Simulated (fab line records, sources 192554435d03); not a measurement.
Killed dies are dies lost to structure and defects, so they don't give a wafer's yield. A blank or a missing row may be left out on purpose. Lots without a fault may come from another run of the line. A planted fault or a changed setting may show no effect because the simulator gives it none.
Chamber matching | flow n5_finfet | N5_MOL_CONTACT_COAG_ETCH_89 on rie_diel-06: 4 sister chambers
The step etches underlayer in N2/H2, target depth 13 nm, time 10.4 s. 20 wafers are shown with their chamber, then 10 later ones without.

WAFERS WITH THEIR CHAMBER
wafer  | chamber | drypump_motor_current_A (A) | showerhead_plenum_p_Torr (Torr) | throttle_valve_pct (%)
L075.3 | 1       | 5.5                         | 2.59                            | 17.95
L075.4 | 2       | 6.4                         | 2.71                            | 17.45
L075.6 | 1       | 5.6                         | 2.59                            | 17.98
L076.2 | 0       | 4.8                         | 2.51                            | 17.91
L076.3 | 3       | 5.7                         | 2.48                            | 17.62
L076.5 | 2       | 6.4                         | 2.71                            | 17.46
L078.1 | 0       | 4.8                         | 2.51                            | 17.93
L078.2 | 3       | 5.7                         | 2.48                            | 17.62
L078.6 | 2       | 6.4                         | 2.71                            | 17.46
L079.1 | 2       | 6.4                         | 2.71                            | 17.47
L079.2 | 1       | 5.5                         | 2.59                            | 17.98
L079.5 | 3       | 5.7                         | 2.48                            | 17.63
L083.1 | 0       | 4.9                         | 2.51                            | 17.93
L083.2 | 3       | 5.7                         | 2.47                            | 17.65
L083.3 | 2       | 6.4                         | 2.70                            | 17.47
L083.4 | 1       | 5.5                         | 2.58                            | 18.01
L083.5 | 0       | 4.8                         | 2.51                            | 17.91
L083.6 | 1       | 5.5                         | 2.58                            | 18.01
L088.1 | 1       | 5.5                         | 2.58                            | 18.01
L088.3 | 2       | 6.4                         | 2.70                            | 17.51

SIGNATURES (means of the wafers above)
reading                  | chamber 0 | chamber 1 | chamber 2 | chamber 3 | scatter within a chamber
drypump_motor_current_A  | 4.825     | 5.517     | 6.400     | 5.700     | 0.0315
showerhead_plenum_p_Torr | 2.5100    | 2.5850    | 2.7067    | 2.4775    | 0.00473
throttle_valve_pct       | 17.9200   | 17.9900   | 17.4700   | 17.6300   | 0.0197
Rule: a wafer's distance from a chamber is the root of the sum, over the readings, of the square of ((its reading less the chamber's mean) divided by the reading's scatter). The wafer belongs to the nearest chamber; if the next one is less than 2 further off, it can't be placed. The scatter: the root of (the sum of the squares of (reading less its chamber's mean) over the shown wafers, divided by (wafers less chambers)).

WAFERS WITHOUT THEIR CHAMBER
wafer  | drypump_motor_current_A (A) | showerhead_plenum_p_Torr (Torr) | throttle_valve_pct (%)
L088.4 | 4.8                         | 2.50                            | 17.95
L092.1 | 5.6                         | 2.58                            | 18.04
L092.4 | 6.4                         | 2.69                            | 17.51
L092.6 | 5.6                         | 2.58                            | 18.03
L096.1 | 5.7                         | 2.46                            | 17.22
L096.2 | 5.5                         | 2.58                            | 17.43
L096.5 | 5.7                         | 2.46                            | 17.22
L097.1 | 5.5                         | 2.57                            | 17.43
L097.2 | 6.4                         | 2.69                            | 17.55
L097.4 | 5.7                         | 2.46                            | 17.21

WHICH CHAMBER EACH WENT THROUGH
wafer  | from the rows above | in truth
L088.4 | 0                   | 0
L092.1 | 1                   | 1
L092.4 | 2                   | 2
L092.6 | 1                   | 1
L096.1 | 3                   | 3
L096.2 | 3                   | 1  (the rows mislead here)
L096.5 | 3                   | 3
L097.1 | 3                   | 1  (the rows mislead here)
L097.2 | 2                   | 2
L097.4 | 3                   | 3
Placed correctly: 8 of 10. Can't be placed from these rows: 0. Placed wrongly: 2.
